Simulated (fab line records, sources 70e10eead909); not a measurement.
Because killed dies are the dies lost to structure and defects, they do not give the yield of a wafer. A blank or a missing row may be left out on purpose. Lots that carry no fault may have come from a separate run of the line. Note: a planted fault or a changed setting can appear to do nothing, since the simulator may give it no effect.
Matching of chambers | flow nand harc | ald hk-04 running NHARC_A_STAIRCASE_ALD_420: 4 sister chambers
The step deposits SiO2, target thk 20 nm, pulse time 6 s, ald cycles 200. 16 wafers are shown with their chamber, then 8 later ones without.

## WAFERS WITH THEIR CHAMBER
wafer  | chamber | heater power w (W) | precursor pulse height rel
L074.1 | 3       | 513                | 1.000
L074.2 | 2       | 461                | 1.012
L074.5 | 2       | 466                | 1.025
L075.1 | 2       | 473                | 0.962
L075.2 | 0       | 488                | 0.982
L075.3 | 1       | 430                | 0.996
L079.2 | 0       | 501                | 1.011
L079.4 | 3       | 495                | 1.010
L079.5 | 3       | 510                | 1.001
L080.2 | 0       | 502                | 0.985
L080.4 | 2       | 477                | 1.012
L080.5 | 0       | 495                | 0.970
L090.1 | 1       | 417                | 0.982
L090.4 | 0       | 498                | 0.963
L090.5 | 0       | 508                | 0.974
L091.1 | 0       | 502                | 1.011

SIGNATURES (averages over the wafers above)
reading                    | chamber 0 | chamber 1 | chamber 2 | chamber 3 | scatter within a chamber
heater power w             | 499.14    | 423.50    | 469.25    | 506.00    | 7.44
precursor pulse height rel | 0.98514   | 0.98900   | 1.00275   | 1.00367   | 0.0197
Rule: a wafer's distance from a chamber is the root of the sum, over the readings, of the square of ((its reading less the chamber's mean) divided by the reading's scatter). If the next closest chamber is less than 2 further off than the closest, the wafer can't be placed; otherwise it belongs to the closest. The scatter: the root of (the sum of the squares of (reading less its chamber's mean) over the shown wafers, divided by (wafers less chambers)).

## WAFERS WHOSE CHAMBER IS MISSING
wafer  | heater power w (W) | precursor pulse height rel
L091.4 | 421                | 0.984
L091.6 | 495                | 0.999
L097.2 | 414                | 0.998
L097.5 | 516                | 0.989
L097.6 | 497                | 0.966
L096.2 | 418                | 1.018
L096.4 | 500                | 0.974
L096.6 | 501                | 1.007

## CHAMBER TAKEN BY EACH
wafer  | from the rows above     | in truth
L091.4 | 1                       | 1
L091.6 | can't be placed: 0 or 3 | 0
L097.2 | 1                       | 1
L097.5 | can't be placed: 3 or 0 | 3
L097.6 | can't be placed: 0 or 3 | 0
L096.2 | 1                       | 1
L096.4 | can't be placed: 0 or 3 | 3
L096.6 | can't be placed: 3 or 0 | 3
Correctly placed: 3 of 8. From these rows, 5 cannot be placed; in 5 the true chamber is one of the candidates. Placed wrongly: 0.
